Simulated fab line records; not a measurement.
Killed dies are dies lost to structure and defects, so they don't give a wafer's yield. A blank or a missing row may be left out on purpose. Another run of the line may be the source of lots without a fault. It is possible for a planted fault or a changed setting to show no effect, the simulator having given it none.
Split-lot experiment | flow n5Finfet | 21 wafers read across 7 lots, on a route 1938 steps long

THE SPLIT
At N5_MOL_CONTACT_COAG_COAT_76 (time 60 s, resist thk 10 nm), the setting spinRpm was moved away from the recipe's 1500 rpm on 5 of the 21 wafers read, by -9.6% to +7.4%. This setting was run at the recipe's value on the other wafers.

FROM THE SPLIT TO THE READING: what the file shows between them, 4 steps
- N5_MOL_CONTACT_COAG_COAT_77: time 60 s, resist thk 10 nm
- N5_MOL_CONTACT_COAG_COAT_78: resist thk 40 nm
- N5_MOL_CONTACT_COAG_DESCUM_88: chemistry O2, time 7 s
- N5_MOL_CONTACT_COAG_ETCH_89: etches underlayer in N2/H2, target depth 13 nm, time 10.4 s

THE READING
etch.depthNm (the simulator's own value, which no gauge read), in nm, at N5_MOL_CONTACT_COAG_ETCH_90 (etches SiARC in CF4, target depth 13 nm, time 21.7 s). The file gives no usual value for it. The 16 wafers here that ran the recipe average 9.996 nm, standard deviation 0.025 nm.

wafer  | tool, chamber at the split | spinRpm as run, rpm | against the recipe | etch.depthNm, nm | against lot-mates on the recipe
L076.2 | lithoTrack-01, 0           | 1500                | recipe             | 9.97             | -
L076.4 | lithoTrack-01, 0           | 1500                | recipe             | 9.98             | -
L076.5 | lithoTrack-01, 0           | 1500                | recipe             | 9.99             | -
L085.1 | lithoTrack-02, 0           | 1500                | recipe             | 9.997            | -
L085.2 | lithoTrack-02, 0           | 1500                | recipe             | 10.02            | -
L085.4 | lithoTrack-02, 0           | 1500                | recipe             | 10.01            | -
L086.1 | lithoTrack-02, 0           | 1597                | +6.5%              | 9.746            | -0.289
L086.5 | lithoTrack-02, 0           | 1500                | recipe             | 10.02            | -
L086.6 | lithoTrack-02, 0           | 1500                | recipe             | 10.05            | -
L087.1 | lithoTrack-04, 0           | 1500                | recipe             | 9.973            | -
L087.4 | lithoTrack-04, 0           | 1500                | recipe             | 9.947            | -
L087.6 | lithoTrack-04, 0           | 1500                | recipe             | 9.979            | -
L091.2 | lithoTrack-02, 0           | 1611                | +7.4%              | 9.63             | -0.352
L091.3 | lithoTrack-02, 0           | 1500                | recipe             | 9.983            | -
L091.4 | lithoTrack-02, 0           | 1500                | recipe             | 9.982            | -
L095.1 | lithoTrack-04, 0           | 1500                | recipe             | 10.02            | -
L095.3 | lithoTrack-04, 0           | 1356                | -9.6%              | 10.55            | +0.530
L095.4 | lithoTrack-04, 0           | 1356                | -9.6%              | 10.56            | +0.540
L096.2 | lithoTrack-02, 0           | 1500                | recipe             | 9.999            | -
L096.3 | lithoTrack-02, 0           | 1500                | recipe             | 10.02            | -
L096.5 | lithoTrack-02, 0           | 1384                | -7.7%              | 10.38            | +0.371

FIT RESULTS
A straight line over all 21 wafers: etch.depthNm changes by -0.0525 nm for each +1% of spinRpm; r = -0.99; the points scatter about the line by 0.035 nm.
The same after taking each lot's own level away (the mean of its wafers on the recipe; 21 wafers): -0.0515 nm for each +1%; r = -1.00; scatter 0.02 nm.
On that fit, the largest move of spinRpm shifts the reading by 0.49 nm.
The span of the lots' own levels, 9.9663 to 10.0350 nm, comes to 2.7 times the standard deviation stated above.
The two slopes are in agreement: the lot-to-lot level therefore moves the slope only a little.
Check: for one of the wafers moved furthest among these (-9.6%), held out of the fit, the line's prediction against its lot-mates is +0.488 nm. It came out at +0.53 nm against them.

OTHER SPLITS ON THESE WAFERS
Other splits were also applied to these wafers ahead of the reading. Each is held against what the fit with the lots' levels taken away leaves over:
other split on the same wafers      | wafers away from the commonest value | r with etch.depthNm (lot level and that fit taken away)
N5_SD_EPI_P_COAT_03 spinRpm         | 5                                    | +0.56
N5_HKMG_FIN_COAT_43 spinRpm         | 7                                    | +0.03
N5_HKMG_FIN_EXPOSE_46 doseMj        | 7                                    | -0.03
N5_HKMG_FIN_COAT_29 spinRpm         | 6                                    | -0.29
N5_MOL_CONTACT_COAG_COAT_75 spinRpm | 6                                    | -0.08

THE WHOLE CHAIN: every reading that the file lists as answering this split, in the file's order
step                        | what it does                                         | reading                                                                                  | change (the file's fit)                | r (the file's)
N5_MOL_CONTACT_COAG_COAT_76 | time 60 s, resist thk 10 nm                          | SiARC_of_MOL_CONTACT_COAG_COAT_76.thkNm (the simulator's own value, which no gauge read) | -0.0527 nm for each +1% of the setting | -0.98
N5_MOL_CONTACT_COAG_ETCH_90 | etches SiARC in CF4, target depth 13 nm, time 21.7 s | etch.depthNm (the simulator's own value, which no gauge read)                            | -0.0502 nm for each +1% of the setting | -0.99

FILE'S OWN FIT
etch.depthNm changes by -0.0502 nm for each +1% of spinRpm, r = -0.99.
